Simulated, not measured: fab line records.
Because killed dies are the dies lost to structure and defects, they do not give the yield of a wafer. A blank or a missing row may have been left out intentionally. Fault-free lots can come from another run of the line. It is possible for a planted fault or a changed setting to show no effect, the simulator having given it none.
fab line records -- flow n5_finfet
record lots=5, wafers=15, last_day=18
route steps=1938 shown BEOL_M2@870 BEOL_M4@1111
lots that met no fault: from a run of the same line without faults
start_h: start of the lot's first displayed wafer, in hours after the record's first day -- wait_h: how many hours have passed since the lot's step before this one -- " repeats the value in the row above -- L1.1+2: one row covering several wafers at once -- - value missing, or start not given -- * or withheld: withheld -- < > ~ a bound
route shown NAME@n: names a module that has steps shown in the file, with the first one's number in the route -- usual: mean/standard deviation taken from wafers without a fault -- same: alike in all rows -- chamber/n: place in a boat -- sites: readings site by site -- _std_site: their standard deviation -- _edge_site: outer sites' mean less inner sites' -- radius_mm: how far each site lies from the wafer's centre -- mask NAME#n: copy n -- behind: the tool/chamber that last shaped the wafer -- hold: why the lot went on hold/how many hours it stayed there/how the hold came to an end -- device: which transistor (n, p or np) failed to switch -- end of line: the route-end tests of the same wafers -- where a step has no rows: the recipe by itself -- killed: not the wafer's yield, but the dies lost to structure and defects at the first sort -- map: per-die view of a wafer (x killed, . not killed, _ where there is no die)
set.NAME: the setting that was run; set.NAME@STEP: the one run at that earlier step -- model.NAME: the simulator's own value behind a step, which no gauge read
lots seen at some steps along the route; tables by step, rows by wafer
services: from which hour (start_h, from the record's first day; less than 0 if before it) a tool's chamber was out of use, for how many hours, and why
## steps
# step N5_BEOL_M2_COAT_22
# recipe resist=CAR-EUV, spin_rpm=1500, resist_thk_nm=30
# step N5_BEOL_M2_EBR_24
# recipe solvent=PGMEA, ebr_width_mm=1.5
# step N5_BEOL_M2_SOFTBAKE_23
# recipe temp_c=110, time_s=60, resist=CAR-EUV
# step N5_BEOL_M2_EXPOSE_25
# recipe mask_id=V1, na=0.33, source_shape=quasar, sigma_inner=0.2, sigma_outer=0.8, polarization=unpolarized, defocus_nm=5, dose_mj=63
# step N5_BEOL_M2_PEB_26
# recipe peb_temp_c=100, peb_time_s=60, resist=CAR-EUV
# step N5_BEOL_M2_DEVELOP_27
# recipe develop_time_s=30, developer=TMAH, resist=CAR-EUV, rinse_liquid=surfactant_rinse, dry=air_spin, dev_temp_c=23
# step N5_BEOL_M2_CD_MEAS_28
# recipe target_cd_nm=26.2, landing_energy_ev=500, detector=se_inlens, target_cd_y_nm=24.1, polarity=opening
# usual cd_nm=26.17/0.22
lot.wafer,tool,chamber,start_h,wait_h,cd_nm
L172.2,cd_sem-01,0,159.22,-,26.31
L172.4,cd_sem-01,0,159.22,-,25.96
L172.5,cd_sem-01,0,159.22,-,26.41
L178.1,cd_sem-01,0,205.72,-,26.07
L178.2,cd_sem-01,0,205.72,-,26.38
L178.5,cd_sem-01,0,205.72,-,26.61
L181.2,cd_sem-02,0,229.60,-,26.54
L181.3,cd_sem-02,0,229.60,-,26.14
L181.6,cd_sem-02,0,229.60,-,25.90
L187.2,cd_sem-01,0,248.02,-,26.29
L187.4,cd_sem-01,0,248.02,-,26.28
L187.6,cd_sem-01,0,248.02,-,26.48
L191.2,cd_sem-03,0,269.49,-,26.24
L191.5,cd_sem-03,0,269.49,-,26.37
L191.6,cd_sem-03,0,269.49,-,25.93
# step N5_BEOL_M2_OVL_MEAS_29
# recipe points_per_wafer=522
# usual V1_OVL=0.4/0.63
lot.wafer,tool,chamber,start_h,wait_h,V1_OVL[nm]
L172.2,overlay-02,0,159.26,0.0,-0.1
L172.4,overlay-02,0,159.26,0.0,0.5
L172.5,overlay-02,0,159.26,0.0,0.1
L178.1,overlay-02,0,205.75,0.0,0.4
L178.2,overlay-02,0,205.75,0.0,0.6
L178.5,overlay-02,0,205.75,0.0,-0.5
L181.2,overlay-01,0,229.64,0.0,0.2
L181.3,overlay-01,0,229.64,0.0,0.8
L181.6,overlay-01,0,229.64,0.0,0.1
L187.2,overlay-01,0,248.06,0.0,0.4
L187.4,overlay-01,0,248.06,0.0,0.9
L187.6,overlay-01,0,248.06,0.0,-0.3
L191.2,overlay-01,0,269.53,0.0,1.7
L191.5,overlay-01,0,269.53,0.0,0.3
L191.6,overlay-01,0,269.53,0.0,1.6
# step N5_BEOL_M2_INSPECT_30
# recipe mode=adi, inspect_instrument=brightfield
# usual raw_defect_count=404/110
lot.wafer,tool,chamber,start_h,wait_h,raw_defect_count
L172.2,defect_inspect-01,-,159.31,0.0,405
L172.4,defect_inspect-01,-,159.31,0.0,401
L172.5,defect_inspect-01,-,159.31,0.0,386
L178.1,defect_inspect-02,-,205.81,0.1,247
L178.2,defect_inspect-02,-,205.81,0.1,332
L178.5,defect_inspect-02,-,205.81,0.1,427
L181.2,defect_inspect-01,-,229.69,0.0,358
L181.3,defect_inspect-01,-,229.69,0.0,463
L181.6,defect_inspect-01,-,229.69,0.0,388
L187.2,defect_inspect-02,-,248.11,0.0,563
L187.4,defect_inspect-02,-,248.11,0.0,576
L187.6,defect_inspect-02,-,248.11,0.0,625
L191.2,defect_inspect-01,-,269.58,0.0,320
L191.5,defect_inspect-01,-,269.58,0.0,194
L191.6,defect_inspect-01,-,269.58,0.0,370
# step N5_BEOL_M2_DESCUM_33
# recipe chemistry=O2, time_s=7, source_power_w=50, bias_power_w=20, pressure_mtorr=20, rf_frequency_hz=2.712e+07, temp_c=40, resist=CAR-EUV, o2_flow_sccm=225
# usual drypump_motor_current_A=5.6/0.45, o2_flow_sccm=225.0/0.62, oes_product_au=0.82/0.072, rf_vpp_V=243.6/1.4, showerhead_plenum_p_Torr=2.12/0.074, throttle_valve_pct=20.36/0.2
lot.wafer,tool,chamber,start_h,wait_h,drypump_motor_current_A,o2_flow_sccm,oes_product_au,rf_hours_counter_h,rf_vpp_V,showerhead_plenum_p_Torr,throttle_valve_pct
L172.2,rie_diel-03,1,159.35,0.0,6.3,225.6,0.81,89,243.8,2.09,19.97
L172.4,rie_diel-03,0,159.35,0.0,5.2,226.0,0.79,97,243.6,2.18,20.41
L172.5,rie_diel-03,1,159.35,0.0,6.3,224.7,0.82,-,243.7,2.09,19.97
L178.1,rie_diel-03,3,205.85,0.0,5.7,225.2,0.79,102,242.4,2.01,20.25
L178.2,rie_diel-03,1,205.85,0.0,6.3,225.9,0.80,108,242.0,2.08,19.99
L178.5,rie_diel-03,1,205.85,0.0,6.3,225.1,0.79,-,244.6,2.09,20.01
L181.2,rie_diel-06,1,229.72,0.0,5.9,225.2,0.87,54,243.8,2.21,20.26
L181.3,rie_diel-06,3,229.72,0.0,4.9,225.7,0.90,43,245.1,2.22,20.53
L181.6,rie_diel-06,0,229.72,0.0,5.3,224.4,0.87,-,245.4,2.12,20.31
L187.2,rie_diel-03,3,248.15,0.0,5.7,223.9,0.78,117,242.5,2.01,20.25
L187.4,rie_diel-03,2,248.15,0.0,5.6,224.9,0.81,95,241.7,2.03,20.64
L187.6,rie_diel-03,0,248.15,0.0,5.1,225.7,0.76,-,245.3,2.17,20.46
L191.2,rie_diel-06,2,269.62,0.0,5.4,225.8,0.92,13,243.0,2.15,20.38
L191.5,rie_diel-06,0,269.62,0.0,5.3,225.2,0.85,-,243.4,2.12,20.34
L191.6,rie_diel-06,3,269.62,0.0,5.0,225.5,0.89,-,244.9,2.21,20.56
# step N5_BEOL_M2_ETCH_77
# recipe chemistry=N2/H2, target=underlayer, target_depth_a=65, mask_material=CAR-EUV, time_s=5.2, ion_energy_ev=200, pressure_mtorr=30, source_w=840, bias_w=150, n2_flow_sccm=200, h2_flow_sccm=200, ends=cleared
# usual drypump_motor_current_A=5.6/0.45, etch_rf_on_time_s=5.18/0.099, oes_product_au=0.70/0.063, rf_vpp_V=524.7/2.8, showerhead_plenum_p_Torr=2.57/0.092, throttle_valve_pct=17.75/0.18
lot.wafer,tool,chamber,start_h,wait_h,drypump_motor_current_A,etch_rf_on_time_s,oes_product_au,rf_hours_counter_h,rf_vpp_V,showerhead_plenum_p_Torr,throttle_valve_pct
L172.2,rie_diel-03,1,159.38,0.0,6.3,5.17,0.69,89,524.6,2.56,17.38
L172.4,rie_diel-03,0,159.38,0.0,5.1,5.27,0.68,97,527.0,2.65,17.77
L172.5,rie_diel-03,1,159.38,0.0,6.3,5.17,0.70,-,523.5,2.56,17.35
L178.1,rie_diel-03,3,205.88,0.0,5.7,5.19,0.67,102,519.2,2.45,17.72
L178.2,rie_diel-03,1,205.88,0.0,6.2,5.18,0.67,108,522.2,2.55,17.42
L178.5,rie_diel-03,1,205.88,0.0,6.3,5.16,0.68,-,523.2,2.55,17.42
L181.2,rie_diel-06,1,229.76,0.0,5.9,5.09,0.74,54,525.2,2.70,17.75
L181.3,rie_diel-06,3,229.76,0.0,4.9,5.11,0.77,43,525.4,2.68,17.82
L181.6,rie_diel-06,0,229.76,0.0,5.3,5.25,0.75,-,527.0,2.59,17.82
L187.2,rie_diel-03,3,248.19,0.0,5.8,5.20,0.67,117,522.0,2.45,17.75
L187.4,rie_diel-03,2,248.19,0.0,5.6,5.30,0.69,95,521.5,2.45,17.96
L187.6,rie_diel-03,0,248.19,0.0,5.2,5.23,0.64,-,526.9,2.64,17.80
L191.2,rie_diel-06,2,269.65,0.0,5.4,5.09,0.80,13,526.2,2.58,17.55
L191.5,rie_diel-06,0,269.65,0.0,5.3,5.24,0.72,-,525.5,2.58,17.85
L191.6,rie_diel-06,3,269.65,0.0,4.9,5.07,0.75,-,529.4,2.67,17.83
# step N5_BEOL_M2_ETCH_69
# recipe chemistry=CF4, target=SiARC, target_depth_a=156, mask_material=CAR-EUV, time_s=26, ion_energy_ev=80, pressure_mtorr=40, source_w=545, bias_w=36, Ar_flow_sccm=100, cf4_flow_sccm=100, ends=cleared
# usual drypump_motor_current_A=5.6/0.45, etch_rf_on_time_s=25.9/0.46, oes_product_au=0.70/0.062, rf_vpp_V=184.5/1.3, showerhead_plenum_p_Torr=2.17/0.079, throttle_valve_pct=15.56/0.17
lot.wafer,tool,chamber,start_h,wait_h,drypump_motor_current_A,etch_rf_on_time_s,oes_product_au,rf_hours_counter_h,rf_vpp_V,showerhead_plenum_p_Torr,throttle_valve_pct
L172.2,rie_diel-03,1,159.40,0.0,6.2,25.9,0.69,89,184.1,2.17,15.30
L172.4,rie_diel-03,0,159.40,0.0,5.2,25.9,0.69,97,184.7,2.24,15.66
L172.5,rie_diel-03,1,159.40,0.0,6.3,26.2,0.69,-,183.3,2.17,15.31
L178.1,rie_diel-03,3,205.90,0.0,5.7,25.9,0.68,102,183.5,2.07,15.39
L178.2,rie_diel-03,1,205.90,0.0,6.2,25.9,0.67,108,184.4,2.16,15.34
L178.5,rie_diel-03,1,205.90,0.0,6.3,25.8,0.67,-,184.1,2.16,15.35
L181.2,rie_diel-06,1,229.77,0.0,5.9,25.5,0.76,54,185.7,2.27,15.51
L181.3,rie_diel-06,3,229.77,0.0,4.9,25.6,0.77,43,185.5,2.27,15.78
L181.6,rie_diel-06,0,229.77,0.0,5.3,26.2,0.76,-,186.1,2.18,15.49
L187.2,rie_diel-03,3,248.20,0.0,5.7,25.6,0.67,117,184.2,2.06,15.42
L187.4,rie_diel-03,2,248.20,0.0,5.6,26.8,0.68,95,184.1,2.07,15.70
L187.6,rie_diel-03,0,248.20,0.0,5.2,26.3,0.65,-,184.3,2.23,15.71
L191.2,rie_diel-06,2,269.67,0.0,5.3,25.1,0.79,13,183.9,2.18,15.41
L191.5,rie_diel-06,0,269.67,0.0,5.3,26.4,0.73,-,184.7,2.17,15.51
L191.6,rie_diel-06,3,269.67,0.0,5.0,25.7,0.75,-,185.5,2.27,15.81
# step N5_BEOL_M2_ALD_98
# recipe material=SiO2, target_thk_a=25, temp_c=100, ald_precursor_family=BDEAS, ald_co_reactant=O2-plasma, pulse_time_s=1, co_reactant_pulse_time_s=1, purge_time_s=2, co_reactant_purge_time_s=2, ald_cycles=17, pressure_torr=2
# usual heater_power_w=81/8.2, precursor_pulse_height_rel=0.999/0.02, susceptor_temp_C=100.00/0.12
lot.wafer,tool,chamber,start_h,wait_h,heater_power_w,precursor_pulse_height_rel,susceptor_temp_C
L172.2,ald_sin-02,0,159.75,0.3,81,0.991,99.85
L172.4,ald_sin-02,3,159.75,0.3,86,0.965,100.12
L172.5,ald_sin-02,3,159.75,0.3,88,0.991,100.11
L178.1,ald_sin-04,2,206.03,0.1,88,1.018,100.05
L178.2,ald_sin-04,3,206.03,0.1,71,0.970,100.20
L178.5,ald_sin-04,1,206.03,0.1,75,0.968,100.21
L181.2,ald_sin-02,2,229.86,0.1,83,0.979,101.39
L181.3,ald_sin-02,1,229.86,0.1,94,0.968,100.00
L181.6,ald_sin-02,3,229.86,0.1,87,1.007,99.91
L187.2,ald_sin-04,0,248.29,0.1,76,1.006,99.92
L187.4,ald_sin-04,2,248.29,0.1,86,0.996,99.99
L187.6,ald_sin-04,2,248.29,0.1,87,1.005,99.81
L191.2,ald_sin-01,3,270.27,0.6,69,1.005,99.93
L191.5,ald_sin-01,2,270.27,0.6,70,1.020,100.03
L191.6,ald_sin-01,3,270.27,0.6,71,0.998,99.97
# step N5_BEOL_M2_ETCHBACK_99
# recipe chemistry=CHF3, target=SiO2, target_depth_a=50, time_s=10.4, source_w=215, bias_w=47, Ar_flow_sccm=200, CHF3_flow_sccm=12, ion_energy_ev=100, pressure_mtorr=30
# usual drypump_motor_current_A=5.6/0.56, oes_product_au=0.79/0.09, rf_vpp_V=240/3.7, showerhead_plenum_p_Torr=2.16/0.079, throttle_valve_pct=17.10/0.24
lot.wafer,tool,chamber,start_h,wait_h,drypump_motor_current_A,oes_product_au,rf_hours_counter_h,rf_vpp_V,showerhead_plenum_p_Torr,throttle_valve_pct
L172.2,rie_diel-04,2,175.44,15.6,6.7,0.68,214,242,2.14,17.55
L172.4,rie_diel-04,1,175.44,15.6,5.7,0.76,175,238,2.05,16.76
L172.5,rie_diel-04,1,175.44,15.6,5.7,0.75,-,237,2.05,16.75
L178.1,rie_diel-04,0,223.24,17.2,4.9,0.81,106,235,2.10,17.19
L178.2,rie_diel-04,3,223.24,17.2,5.8,0.69,201,236,2.16,17.08
L178.5,rie_diel-04,0,223.24,17.2,4.9,0.80,-,236,2.10,17.19
L181.2,rie_diel-03,3,234.38,4.5,5.7,0.79,114,238,2.08,16.93
L181.3,rie_diel-03,2,234.38,4.5,5.6,0.81,91,247,2.07,17.15
L181.6,rie_diel-03,2,234.38,4.5,5.6,0.82,-,245,2.07,17.14
L187.2,rie_diel-06,0,263.40,15.1,5.2,0.86,47,241,2.17,16.90
L187.4,rie_diel-06,1,263.40,15.1,5.9,0.87,66,244,2.28,16.99
L187.6,rie_diel-06,2,263.40,15.1,5.4,0.94,-,242,2.19,16.86
L191.2,rie_diel-06,2,295.49,25.2,5.4,0.90,23,242,2.19,16.88
L191.5,rie_diel-06,0,295.49,25.2,5.2,0.84,-,240,2.16,16.91
L191.6,rie_diel-06,3,295.49,25.2,5.0,0.87,-,246,2.29,17.34
# step N5_BEOL_M4_RC_MEAS_101
# usual DIBL_N=36.0/2.2, DIBL_P=36.2/2.4, IOFF_N=0.16/0.035, IOFF_P=0.21/0.037, ION_N=672/13, ION_P=461/7, SS_N=71.4/0.69, SS_P=73.2/0.75, VT_N=250/3.4, VT_P=-251/3
lot.wafer,tool,chamber,start_h,wait_h,DIBL_N[mV/V],DIBL_P[mV/V],IOFF_N[nA/um],IOFF_P[nA/um],ION_N[uA/um],ION_P[uA/um],SS_N[mV/dec],SS_P[mV/dec],VT_N[mV],VT_P[mV]
L172.2,prober-02,0,232.46,0.2,36.4,36.3,0.16,0.22,665,458,70.9,73.9,251,-248
L172.4,prober-02,0,232.46,0.2,37.4,37.5,0.18,0.23,680,464,71.3,74.3,248,-247
L172.5,prober-02,0,232.46,0.2,36.0,37.4,0.17,0.25,679,468,71.3,73.8,246,-244
L178.1,prober-02,0,264.42,0.0,35.7,36.6,0.16,0.26,674,473,71.2,73.6,250,-249
L178.2,prober-02,0,264.42,0.0,36.3,35.6,0.16,0.24,670,464,71.5,73.7,248,-247
L178.5,prober-02,0,264.42,0.0,34.7,33.7,0.14,0.21,664,467,71.6,72.2,252,-249
L181.2,prober-01,0,271.02,0.2,37.4,37.4,0.19,0.24,672,462,71.8,73.5,248,-250
L181.3,prober-01,0,271.02,0.2,37.3,37.3,0.18,0.22,676,462,71.7,73.2,249,-249
L181.6,prober-01,0,271.02,0.2,35.7,35.6,0.15,0.20,665,455,71.8,73.0,250,-251
L187.2,prober-02,0,322.19,0.2,38.1,39.9,0.19,0.26,669,465,72.0,73.9,248,-246
L187.4,prober-02,0,322.19,0.2,35.9,36.5,0.15,0.20,660,451,71.4,73.1,253,-252
L187.6,prober-02,0,322.19,0.2,34.2,34.5,0.13,0.16,658,449,70.9,72.6,253,-252
L191.2,prober-01,0,341.25,0.2,38.0,36.8,0.19,0.22,691,470,71.4,73.7,244,-248
L191.5,prober-01,0,341.25,0.2,38.4,37.7,0.18,0.24,679,466,71.6,73.9,247,-250
L191.6,prober-01,0,341.25,0.2,39.5,40.4,0.24,0.29,702,484,72.3,74.4,245,-247
## services
tool,chamber,start_h,hours,kind
rie_diel-04,2,142.43,9.2,repair
rie_diel-04,3,166.11,2.1,repair
ald_sin-04,-,176.75,14.0,pm
ald_sin-04,0,176.75,14.0,vent_cycle
ald_sin-04,1,176.75,14.0,vent_cycle
ald_sin-04,2,176.75,14.0,vent_cycle
ald_sin-04,3,176.75,14.0,vent_cycle
ald_sin-04,0,190.75,-,clean
ald_sin-04,1,190.75,-,clean
ald_sin-04,2,190.75,-,clean
ald_sin-04,3,190.75,-,clean
ald_sin-04,1,194.15,6.7,repair
rie_diel-06,-,202.66,1.0,repair
rie_diel-06,2,215.81,-,clean
rie_diel-06,2,215.81,-,consumable_replace:focus_ring
rie_diel-06,2,215.81,15.1,scheduled_down
rie_diel-06,2,215.81,15.1,vent_cycle
ald_sin-04,1,248.57,39.7,repair
ald_sin-01,-,250.23,0.8,repair
ald_sin-02,1,255.93,2.9,repair
rie_diel-03,1,265.87,8.3,repair
rie_diel-04,2,281.12,-,clean
rie_diel-04,2,281.12,-,consumable_replace:focus_ring
ald_sin-04,0,285.51,11.5,repair
## key
first_sign step=N5_BEOL_M2_ALD_98, reading=susceptor_temp_C, direction=up, sigmas=11, usual=*, struck=*
effect none on later readings
met_at N5_BEOL_M2_ALD_98
struck_wafers L181.2
fault kind=process_parameter_drift, tool=ald_sin-02, chamber=2, onset_h=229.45, steps=N5_BEOL_M2_ALD_98, channel=temp_c, offset=*, shape=step, end_h=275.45, acts_in=*, stated=*
